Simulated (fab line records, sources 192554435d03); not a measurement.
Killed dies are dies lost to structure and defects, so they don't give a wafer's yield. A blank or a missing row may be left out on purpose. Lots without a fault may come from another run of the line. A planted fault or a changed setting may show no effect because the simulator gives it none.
Problem report in the 8D (eight disciplines) form, filled by code | flow n5_finfet | the parts of the form that need people (team, actions taken, sign-off) are left out

1. THE PROBLEM
spin_speed_rpm at N5_BEOL_M3_COAT_73 reads a mean of 1437.5 rpm on 6 wafers of 2 lots; wafers without a fault read 1500.0 rpm with a standard deviation of 0.98. That is -64 standard deviations from the usual mean.
The step: time 60 s, resist thk 5 nm.
First seen on wafer L322.1, day 11 04:19, on litho_track-03. The record holds 30 wafers of 10 lots with a number at this step. Rule for "out", or "out of limits": more than 4 standard deviations from the usual mean. The other wafers with a number count as sound.

2. WHAT IT IS AND WHAT IT IS NOT
question                    | is                     | is not
which readings at this step | spin_speed_rpm         | plate_temp_C
which lots                  | L322, L324             | L312, L313, L314, L318, L319, L331, L332, L335
which wafers of those lots  | all that have a number | -
read on which tools         | litho_track-03         | litho_track-02, litho_track-04
when                        | from day 11 04:19      | up to then (12 sound wafers); but 12 sound wafers of L314, L331, L332, L335 came after

3. SUSPECTS, AND WHAT RULES EACH OUT
Counting: a tool at a process step up to the reading stays a suspect if it ran every lot that is out and no sound lot after the first of them.
- pvd_sputter-02 at N5_BEOL_M3_HM_DEP_02 (deposits TiN, target thk 20 nm): ruled out as a lasting fault. Sound lots L335 ran on it after its first lot that is out, L322 (day 11 04:11).
- litho_track-03 at N5_BEOL_M3_COAT_73 (time 60 s, resist thk 5 nm): kept. It ran every lot that is out, first L322 (day 11 04:19), and no sound lot after that; its last sound lot up to then is L319 (day 9 10:18). Its own readings are out on those wafers: spin_speed_rpm.
Left after counting: litho_track-03 at N5_BEOL_M3_COAT_73.

4. THE CAUSE (what the simulator had put in)
Process parameter drift: litho_track-03, from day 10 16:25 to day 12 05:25, at N5_BEOL_M3_COAT_73. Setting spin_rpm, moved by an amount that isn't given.
Counting left only this tool.

5. THE CHAIN OF EFFECTS, in route order
Each row: a reading whose mean over the struck wafers that have a number lies more than 3 standard deviations from the usual. Only readings for which the record gives a usual standard deviation are gone through. hours: the time from each lot's start at the first step in this table that gives one to its start at this step, as a median over the lots. sigmas: the change in usual standard deviations.
hours | step               | reading        | usual      | on struck wafers | change | sigmas
0     | N5_BEOL_M3_COAT_73 | spin_speed_rpm | 1500.0 rpm | 1437.5           | -62.5  | -64
The process steps in it:
- N5_BEOL_M3_COAT_73: time 60 s, resist thk 5 nm.
Later measuring or inspecting steps at which every struck wafer that the step has a row for has a number for every such reading, and none has moved that far: N5_BEOL_M3_INSPECT_13, N5_BEOL_M4_RC_MEAS_101.

6. WHAT WOULD HAVE CAUGHT IT SOONER
In this record the first reading out of limits was taken at day 11 04:19, 12 hours after the fault began at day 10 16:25.
